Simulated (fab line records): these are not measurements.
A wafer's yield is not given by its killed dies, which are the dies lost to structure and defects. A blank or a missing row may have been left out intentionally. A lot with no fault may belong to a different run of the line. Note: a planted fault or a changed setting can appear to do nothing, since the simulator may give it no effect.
What tool caused it? + flow n5Finfet + 32 wafers from 11 lots sampled at 5 of the route's 1938 steps

## WHAT EACH GAUGE READ, for each wafer
N5_BEOL_M11_RS_MEAS_57: measurement is done with a four-point probe. Usual: M11_RS typically reads 0.151 ohm/sq, with standard deviation 0.0031.
| lot  | measured     | on           | M11_RS (ohm/sq)   | flag |
|------|--------------|--------------|-------------------|------|
| L604 | day 10 20:44 | filmMetro-01 | 0.151 0.150 0.150 |      |
| L605 | day 11 07:55 | filmMetro-01 | 0.148 0.144 0.149 |      |
| L612 | day 12 11:44 | filmMetro-01 | 0.151 0.151 0.150 |      |
| L611 | day 12 13:58 | filmMetro-01 | 0.149 0.148 0.148 |      |
| L613 | day 13 00:02 | filmMetro-02 | 0.154 0.149 0.152 |      |
| L614 | day 13 04:30 | filmMetro-01 | 0.150 0.151 0.146 |      |
| L615 | day 13 10:41 | filmMetro-01 | 0.153 0.157       |      |
| L621 | day 14 19:56 | filmMetro-02 | 0.153 0.158 0.151 |      |
| L622 | day 15 06:37 | filmMetro-02 | 0.148 0.150 0.153 |      |
| L625 | day 16 01:49 | filmMetro-02 | 0.151 0.148 0.151 |      |
| L627 | day 16 19:54 | filmMetro-02 | 0.148 0.149 0.148 |      |

## EACH LOT AND THE TOOL THAT RAN IT (in order: tool; ch and the chambers of the sampled wafers; start)
| lot  | N5_BEOL_M11_STRIP_36              | N5_BEOL_M11_ALD_74                 | N5_BEOL_M11_ECD_50            | N5_BEOL_M11_CMP_52            |
|------|-----------------------------------|------------------------------------|-------------------------------|-------------------------------|
| L604 | rieDiel-01 ch 0,2,3, day 10 18:02 | aldMetal-02 ch 1,2,3, day 10 19:08 | ecdCu-01 ch 0,1, day 10 19:55 | cmp-01 ch 0,1,2, day 10 20:22 |
| L605 | rieDiel-01 ch 0,2,3, day 11 05:08 | aldMetal-02 ch 1,3, day 11 06:03   | ecdCu-02 ch 0,1, day 11 06:56 | cmp-03 ch 0,2,3, day 11 07:34 |
| L612 | rieDiel-01 ch 0,3, day 12 07:11   | aldMetal-02 ch 0,1,2, day 12 08:21 | ecdCu-01 ch 0,1, day 12 10:54 | cmp-03 ch 0,1, day 12 11:19   |
| L611 | rieDiel-01 ch 0,2,3, day 12 10:52 | aldMetal-03 ch 1,3, day 12 11:55   | ecdCu-02 ch 0, day 12 12:49   | cmp-03 ch 0,1, day 12 13:31   |
| L613 | rieDiel-03 ch 1,3, day 12 21:46   | aldMetal-02 ch 1,3, day 12 22:38   | ecdCu-01 ch 0,1, day 12 23:12 | cmp-02 ch 0,2,3, day 12 23:41 |
| L614 | rieDiel-01 ch 1,2, day 13 02:16   | aldMetal-01 ch 0,1,3, day 13 03:06 | ecdCu-02 ch 0,1, day 13 03:42 | cmp-03 ch 0,1, day 13 04:07   |
| L615 | rieDiel-03 ch 0,2, day 13 07:18   | aldMetal-01 ch 0,2, day 13 08:46   | ecdCu-02 ch 0,1, day 13 09:45 | cmp-01 ch 2,3, day 13 10:16   |
| L621 | rieDiel-03 ch 0,2,3, day 14 16:40 | aldMetal-01 ch 0,2, day 14 18:26   | ecdCu-01 ch 0,1, day 14 19:02 | cmp-03 ch 0,3, day 14 19:29   |
| L622 | rieDiel-06 ch 0,3, day 15 03:17   | aldMetal-02 ch 0,1,3, day 15 04:26 | ecdCu-01 ch 0,1, day 15 05:25 | cmp-02 ch 0,1,3, day 15 06:11 |
| L625 | rieDiel-01 ch 0,1,3, day 15 21:51 | aldMetal-03 ch 0,2,3, day 15 22:59 | ecdCu-02 ch 0,1, day 15 23:34 | cmp-01 ch 0,1,3, day 16 01:26 |
| L627 | rieDiel-03 ch 0,1,3, day 16 17:10 | aldMetal-01 ch 0,1,3, day 16 18:11 | ecdCu-01 ch 0,1, day 16 18:53 | cmp-02 ch 2,3, day 16 19:29   |
- N5_BEOL_M11_STRIP_36: strips in N2/H2.
- N5_BEOL_M11_ALD_74: deposits TaN, target thk 2 nm, pulse time 2 s, purge time 3 s.
- N5_BEOL_M11_ECD_50: material Cu, target thk 318 nm.
- N5_BEOL_M11_CMP_52: polishes, stops on SiCOH lowk, t overpolish 7 s, target thk 140 nm.

## AS READ BY THE TOOLS THEMSELVES (means over the sampled wafers that have a number; for cases with no such wafer, the mark the record gives instead)
N5_BEOL_M11_STRIP_36. Usual: drypumpMotorCurrentA 5.8 A, standard deviation 0.47; oesProductAu 0.79 a.u., standard deviation 0.087; rfVppV 59.3 V, standard deviation 1.8; showerheadPlenumPTorr 2.49 Torr, standard deviation 0.065; throttleValvePct 23.75 %, standard deviation 0.27.
| lot  | tool       | drypumpMotorCurrentA (A) | oesProductAu (a.u.) | rfVppV (V) | showerheadPlenumPTorr (Torr) | throttleValvePct (%) | flag |
|------|------------|--------------------------|---------------------|------------|------------------------------|----------------------|------|
| L604 | rieDiel-01 | 6.3                      | 0.83                | 58.6       | 2.50                         | 23.73                |      |
| L605 | rieDiel-01 | 6.3                      | 0.82                | 59.5       | 2.50                         | 23.72                |      |
| L612 | rieDiel-01 | 6.5                      | 0.77                | 59.7       | 2.51                         | 23.62                |      |
| L611 | rieDiel-01 | 6.3                      | 0.81                | 61.0       | 2.50                         | 23.75                |      |
| L613 | rieDiel-03 | 5.2                      | 0.78                | 60.7       | 2.43                         | 23.76                |      |
| L614 | rieDiel-01 | 6.0                      | 0.83                | 59.1       | 2.45                         | 23.55                |      |
| L615 | rieDiel-03 | 5.8                      | 0.78                | 59.2       | 2.54                         | 23.93                |      |
| L621 | rieDiel-03 | 5.5                      | 0.75                | 59.7       | 2.49                         | 23.88                |      |
| L622 | rieDiel-06 | 5.8                      | 0.77                | 59.3       | 2.43                         | 23.52                |      |
| L625 | rieDiel-01 | 6.2                      | 0.78                | 59.0       | 2.47                         | 23.51                |      |
| L627 | rieDiel-03 | 5.5                      | 0.90                | 60.1       | 2.59                         | 23.73                |      |

N5_BEOL_M11_ALD_74. Usual: heaterPowerW reads 415 W (standard deviation 35).
| lot  | tool        | heaterPowerW (W) | flag |
|------|-------------|------------------|------|
| L604 | aldMetal-02 | 400              |      |
| L605 | aldMetal-02 | 425              |      |
| L612 | aldMetal-02 | 390              |      |
| L611 | aldMetal-03 | 435              |      |
| L613 | aldMetal-02 | 418              |      |
| L614 | aldMetal-01 | 421              |      |
| L615 | aldMetal-01 | 458              |      |
| L621 | aldMetal-01 | 452              |      |
| L622 | aldMetal-02 | 406              |      |
| L625 | aldMetal-03 | 444              |      |
| L627 | aldMetal-01 | 415              |      |

N5_BEOL_M11_CMP_52. Usual: motorCurrentA 5.8 A, standard deviation 0.69; timeToEndpointS 67 s, standard deviation 3.8.
| lot  | tool   | motorCurrentA (A) | timeToEndpointS (s) | flag |
|------|--------|-------------------|---------------------|------|
| L604 | cmp-01 | 6.0               | 64                  |      |
| L605 | cmp-03 | 6.1               | 65                  |      |
| L612 | cmp-03 | 5.8               | 68                  |      |
| L611 | cmp-03 | 6.2               | 67                  |      |
| L613 | cmp-02 | 5.4               | 74                  |      |
| L614 | cmp-03 | 6.0               | 59                  |      |
| L615 | cmp-01 | 6.5               | 58                  |      |
| L621 | cmp-03 | 5.9               | 68                  |      |
| L622 | cmp-02 | 5.3               | 72                  |      |
| L625 | cmp-01 | 5.8               | 64                  |      |
| L627 | cmp-02 | 5.3               | 69                  |      |

## THE ANSWER, worked out from the rows above alone
Rule: lot off if the mean of its wafers having a number is beyond 3 standard deviations from the usual mean. Also off: a lot with no number at a reading for which 4 or more lots have one. Where the step has rows for the other lots, those lots are counted as sound. The gauges are gone through in route order, then the tools' own readings, and for those a lot's mean is taken as printed above. At the first step where some lot is off, the reading lying furthest off is the one used; lots without a number count as furthest.
No lot is off on any of the readings shown, so nothing can be concluded from this.

## WHAT THE SIMULATOR HAD INSERTED
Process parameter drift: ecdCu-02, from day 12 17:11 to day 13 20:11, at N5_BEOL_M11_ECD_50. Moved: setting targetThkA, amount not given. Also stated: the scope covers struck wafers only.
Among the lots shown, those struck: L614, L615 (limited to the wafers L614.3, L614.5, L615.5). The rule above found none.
